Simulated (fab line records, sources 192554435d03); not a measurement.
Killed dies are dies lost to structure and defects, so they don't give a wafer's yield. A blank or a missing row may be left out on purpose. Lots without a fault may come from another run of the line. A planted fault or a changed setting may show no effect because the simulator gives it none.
A struck lot beside a sound one | flow n5_finfet | 43 steps out of a route of 1938
Sound: wafers L143.2, L143.4, L143.5. Struck: wafers L159.1, L159.3. (L159.2 of the same lot was not struck and is left out.) The cause comes at the end.
At each step with rows: each side's tool, then ch and its chambers, then its first start. Under that, the readings that differ: sound wafers | struck wafers | difference of the means | sigmas: that difference in standard deviations of wafers without a fault.
alike: readings whose means differ by less than 2 such deviations, and words and numbers that are the same on both sides. not compared: withheld readings, readings that some wafer has no value for, bounds like >300 that may hide the same value, and numbers for which the record gives no deviation and whose values overlap.
The two part at a step that has a row with sigmas, a row that says differs or no value, or rows on one side only. Numbers that don't overlap but have no deviation are shown without sigmas and don't part them. A reading that every wafer of one side lacks parts them only if that side has two wafers or more.

first, 3 steps without rows for these wafers: N5_SD_EPI_N_ETCH_34 (etches SiARC in CF4, target depth 45.5 nm, time 75.8 s); N5_SD_EPI_N_ETCH_35 (etches SOC in N2/H2, overetch 108 nm, time 486 s); N5_SD_EPI_N_STRIP_36 (strips in N2/H2).
N5_SD_EPI_N_ETCHBACK_44: etches SiNx in CH3F/O2, stops on SiO2, target depth 14.5 nm.
  sound on rie_diel-04 ch 0,1, day 4 01:32; struck on rie_diel-04 ch 2,3, day 8 01:25
  alike: drypump_motor_current_A, mfc_ar_sccm, oes_f_703_au, oes_product_au, rf_vpp_V, showerhead_plenum_p_Torr, throttle_valve_pct
  not compared: rf_hours_counter_h
then, 4 steps without rows for these wafers: N5_SD_EPI_N_ETCH_45 (etches SiOCN in CH3F/O2, target depth 6 nm); N5_SD_EPI_N_ETCH_16 (etches SiO2 in CHF3/O2, target depth 5 nm); N5_SD_EPI_N_STRIP_47 (strips in CHF3/O2); N5_SD_EPI_N_SD_RECESS_17 (chemistry HBr/Cl2/O2, target depth 41 nm, time 23.7 s, bt time 3 s).
N5_SD_EPI_N_STRIP_38: strips in N2/H2.
  sound on plasma_asher-01 ch 0,1, day 4 01:54; struck on plasma_asher-02 ch 0,1, day 8 01:46
  alike: drypump_motor_current_A, heater_power_w, oes_product_au
  not compared: rf_hours_counter_h
then, 3 steps without rows for these wafers: N5_SD_EPI_N_WET_ETCH_43 (etches SiO2 in dHF, time 14 s, target depth 1.5 nm); N5_SD_EPI_N_STRIP_18 (strips in SPM, time 750 s); N5_SD_EPI_N_SRD_20 (time 30 s).
N5_SD_EPI_N_PRECLEAN_48: cleans in NF3:NH3, afs cycles 2, time 20 s, sublimation time 60 s.
  sound on epi_rpcvd-01 ch 0, day 4 02:19; struck on epi_rpcvd-02 ch 0, day 8 02:08
then, 1 step without rows for these wafers: N5_SD_EPI_N_VAPOR_ETCH_50 (etches Si in HCl, time 54 s).
N5_SD_EPI_N_EPI_21: deposits Si:P, time 690 s.
  sound on epi_rpcvd-01 ch 0, day 4 03:04; struck on epi_rpcvd-02 ch 0, day 8 02:40
  reading                                   | sound        | struck  | difference | sigmas
  model.Si-P_of_SD_EPI_N_EPI_21.thk_nm (nm) | 60.4 60.6 60 | 42 40.8 | -19        |
N5_SD_EPI_N_EPI_MEAS_23:
  sound on film_metro-01, day 4 04:31; struck on film_metro-01, day 8 04:23
  reading     | sound          | struck    | difference | sigmas
  thk_nm (nm) | 60.1 61.5 61.3 | 43.8 41.1 | -18.5      | -15
then, 3 steps without rows for these wafers: N5_SD_EPI_N_PRECLEAN_24 (cleans in O3/DIW, time 60 s); N5_SD_EPI_N_SRD_25 (time 30 s); N5_SD_EPI_N_PRECLEAN_49 (cleans in NF3:NH3, afs cycles 1, time 20 s, sublimation time 60 s).
N5_SD_EPI_N_LINER_46: material SiNx, target thk 3 nm.
  sound on ald_sin-04 ch 1,2,3, day 4 04:49; struck on ald_sin-04 ch 2,3, day 8 04:42
  alike: heater_power_w
N5_SD_EPI_N_INSPECT_26: inspects for defects (darkfield).
  sound on defect_inspect-01, day 4 05:04; struck on defect_inspect-02, day 8 04:57
  alike: raw_defect_count
then, 8 steps without rows for these wafers: N5_SD_EPI_P_COAT_34 (time 60 s, resist thk 350 nm); N5_SD_EPI_P_COAT_35 (time 60 s, resist thk 35 nm); N5_SD_EPI_P_COAT_03 (resist thk 150 nm); N5_SD_EPI_P_EBR_05; N5_SD_EPI_P_SOFTBAKE_04 (time 60 s); N5_SD_EPI_P_EXPOSE_06 (exposes mask SD P BLK, target cd 240 nm); N5_SD_EPI_P_PEB_07 (peb time 60 s); N5_SD_EPI_P_DEVELOP_08 (develop time 30 s).
N5_SD_EPI_P_CD_MEAS_09: target cd 240 nm.
  sound on cd_sem-02 ch 0, day 4 05:28; struck on cd_sem-01 ch 0, day 8 05:14
  alike: cd_nm
N5_SD_EPI_P_OVL_MEAS_10:
  sound on overlay-01 ch 0, day 4 05:29; struck on overlay-02 ch 0, day 8 05:16
  alike: SD_P_BLK_OVL
N5_SD_EPI_P_INSPECT_11: inspects for defects (macro).
  sound on defect_inspect-02, day 4 05:31; struck on defect_inspect-02, day 8 05:17
  alike: raw_defect_count
N5_SD_EPI_P_DESCUM_14: chemistry O2, time 7.9 s.
  sound on rie_diel-03 ch 1,2,3, day 4 05:33; struck on rie_diel-02 ch 0,3, day 8 05:19
  reading                         | sound          | struck    | difference | sigmas
  showerhead_plenum_p_Torr (Torr) | 2.20 2.13 2.18 | 2.03 1.96 | -0.18      | -2
  alike: drypump_motor_current_A, oes_product_au, rf_vpp_V, throttle_valve_pct
  not compared: rf_hours_counter_h
then, 5 steps without rows for these wafers: N5_SD_EPI_P_ETCH_36 (etches SiARC in CF4, target depth 45.5 nm, time 75.8 s); N5_SD_EPI_P_ETCH_37 (etches SOC in N2/H2, overetch 108 nm, time 486 s); N5_SD_EPI_P_STRIP_38 (strips in N2/H2); N5_SD_EPI_P_ETCHBACK_46 (etches SiNx in CH3F/O2, stops on SiO2, target depth 17.5 nm); N5_SD_EPI_P_ETCH_47 (etches SiOCN in CH3F/O2, target depth 25 nm).
N5_SD_EPI_P_ETCH_16: etches SiO2 in CHF3/O2, target depth 5 nm.
  sound on rie_diel-03 ch 1,2,3, day 4 06:10; struck on rie_diel-02 ch 0,3, day 8 05:56
  alike: drypump_motor_current_A, mfc_ar_sccm, oes_f_703_au, oes_product_au, rf_vpp_V, showerhead_plenum_p_Torr, throttle_valve_pct
  not compared: rf_hours_counter_h
then, 3 steps without rows for these wafers: N5_SD_EPI_P_STRIP_50 (strips in CHF3/O2); N5_SD_EPI_P_SD_RECESS_17 (chemistry HBr/Cl2/O2, target depth 39.1 nm, bt time 3 s); N5_SD_EPI_P_WET_ETCH_45 (etches SiO2 in dHF, time 10.7 s, target depth 2 nm, rinse time 30 s).
N5_MOL_CONTACT_COAG_ETCH_15: etches SiNx in CH3F/O2, stops on Si:P, target depth 7 nm.
  sound on rie_diel-04 ch 1,2,3, day 5 14:59; struck on rie_diel-04 ch 2,3, day 9 15:31
  reading                                   | sound          | struck    | difference | sigmas
  model.Si-P_of_SD_EPI_N_EPI_21.thk_nm (nm) | 59.4 59.6 59.2 | 41.4 40.2 | -18.6      |
  alike: drypump_motor_current_A, mfc_ar_sccm, oes_f_703_au, oes_product_au, rf_vpp_V, showerhead_plenum_p_Torr, throttle_valve_pct
  not compared: rf_hours_counter_h

WHERE THEY PART
First at N5_SD_EPI_N_EPI_MEAS_23; last, within this record, at N5_SD_EPI_P_DESCUM_14. Later steps at which nothing parts them and some readings are alike: N5_SD_EPI_P_ETCH_16, N5_MOL_CONTACT_COAG_ETCH_15.

WHY: what the simulator had put in
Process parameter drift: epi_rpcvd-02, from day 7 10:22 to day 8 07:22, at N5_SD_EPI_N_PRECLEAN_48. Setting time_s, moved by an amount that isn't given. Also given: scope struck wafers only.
